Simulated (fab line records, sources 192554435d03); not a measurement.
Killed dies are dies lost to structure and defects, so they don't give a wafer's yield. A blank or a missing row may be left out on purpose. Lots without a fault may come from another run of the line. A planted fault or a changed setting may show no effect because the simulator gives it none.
A struck lot beside a sound one | flow n5_finfet | 35 steps out of a route of 1938
Sound: wafers L654.1, L654.4, L654.5. Struck: wafer L637.2. (L637.3, L637.5 of the same lot were not struck and are left out.) The cause comes at the end.
At each step with rows: each side's tool, then ch and its chambers, then its first start. Under that, the readings that differ: sound wafers | struck wafers | difference of the means | sigmas: that difference in standard deviations of wafers without a fault.
alike: readings whose means differ by less than 2 such deviations, and words and numbers that are the same on both sides. not compared: withheld readings, readings that some wafer has no value for, bounds like >300 that may hide the same value, and numbers for which the record gives no deviation and whose values overlap.
The two part at a step that has a row with sigmas, a row that says differs or no value, or rows on one side only. Numbers that don't overlap but have no deviation are shown without sigmas and don't part them. A reading that every wafer of one side lacks parts them only if that side has two wafers or more.

first, 10 steps without rows for these wafers: N5_BEOL_M8_DESCUM_33 (chemistry O2, time 7 s); N5_BEOL_M8_ETCH_72 (etches underlayer in N2/H2, target depth 6.5 nm, time 5.2 s); N5_BEOL_M8_ETCH_65 (etches SiARC in CF4, target depth 15.6 nm, time 26 s); N5_BEOL_M8_ETCH_66 (etches SOC in N2/H2, target depth 80 nm, overetch 16 nm, time 120 s); N5_BEOL_M8_STRIP_69 (strips in N2/H2); N5_BEOL_M8_STRIP_73 (strips in N2/H2); N5_BEOL_M8_VIA_ETCH_34 (etches SiCOH lowk in C4F6/O2, target depth 125.5 nm, time 50.5 s); N5_BEOL_M8_STRIP_76 (strips in C4F6/O2); N5_BEOL_M8_STRIP_36 (strips in N2/H2); N5_BEOL_M8_TRENCH_ETCH_37 (etches SiCOH lowk in C4F6/O2, target depth 93.478 nm, time 31.2 s).
N5_BEOL_M8_ETCH_41: etches SiCN in CH3F/O2, target depth 31.9 nm, time 57.8 s.
  sound on rie_diel-02 ch 0,2, day 14 11:35; struck on rie_diel-01 ch 3, day 10 05:46
  reading                         | sound             | struck | difference | sigmas
  drypump_motor_current_A (A)     | 5.0 5.6 5.0       | 6.2    | +1.0       | +2
  rf_vpp_V (V)                    | 295.8 296.9 295.2 | 299.7  | +3.7       | +2
  showerhead_plenum_p_Torr (Torr) | 1.90 1.98 1.90    | 2.09   | +0.16      | +3
  alike: O2_flow_sccm, oes_product_au, throttle_valve_pct
  not compared: rf_hours_counter_h
then, 23 steps without rows for these wafers: N5_BEOL_M8_STRIP_80 (strips in N2/H2, time 10 s); N5_BEOL_M8_HM_STRIP_39 (strips TiN in peroxide tin strip, target depth 25 nm, time 158 s); N5_BEOL_M8_SRD_40 (time 30 s); N5_BEOL_M8_PRECLEAN_42 (cleans in residue remover, time 60 s); N5_BEOL_M8_SRD_43 (time 30 s); N5_BEOL_M8_CURE_75 (cures SiCOH lowk, time 120 s); N5_BEOL_M8_DEGAS_44 (time 60 s); N5_BEOL_M8_PRE_CLEAN_45 (time 30 s); N5_BEOL_M8_ALD_77 (deposits TaN, target thk 2 nm, pulse time 2 s, purge time 3 s); N5_BEOL_M8_SURFACE_TREAT_79; N5_BEOL_M8_CVD_78 (deposits Co from CCTBA/H2, target thk 2 nm, time 142.3 s); N5_BEOL_M8_SPUTTER_48 (material Cu, target thk 10 nm, time 1.667 s); N5_BEOL_M8_ECD_50 (material Cu, target thk 300 nm); N5_BEOL_M8_ANNEAL_51 (time 90 s); N5_BEOL_M8_CMP_52 (polishes, stops on SiCOH lowk, t overpolish 6.9 s, target thk 80 nm); N5_BEOL_M8_PRE_CLEAN_55 (time 15 s); N5_BEOL_M8_DEP_56 (deposits SiCN from 3MS/NH3, target thk 10 nm, time 17.5 s); N5_BEOL_M9_ILD_DEP_00 (deposits SiCOH lowk from DEMS/porogen, target thk 308.51 nm, time 58 s); N5_BEOL_M9_CURE_71 (cures SiCOH lowk, time 240 s); N5_BEOL_M9_PECVD_70 (deposits SiO2 from TEOS/O2, target thk 20 nm, time 22.7 s); N5_BEOL_M9_HM_DEP_02 (deposits TiN, target thk 20 nm); N5_BEOL_M9_COAT_59 (time 60 s, resist thk 100 nm); N5_BEOL_M9_COAT_60 (time 60 s, resist thk 30 nm).
-- the record jumps here: 2 days lie between the struck wafers' starts before and after (it left off in module BEOL_M9 and takes up again in module PASSIVATION, whose first step shown is number 1936 of the route) --
N5_PASSIVATION_PROBE_49:
  the record has rows for the struck wafers here (prober-02, day 12 17:22) and none for the sound ones

WHERE THEY PART
First at N5_BEOL_M8_ETCH_41; last, within this record, at N5_PASSIVATION_PROBE_49.

WHY: what the simulator had put in
Chamber particle source: rie_diel-01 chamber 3, from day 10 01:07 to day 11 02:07, at N5_BEOL_M8_ETCH_41. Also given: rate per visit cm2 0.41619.
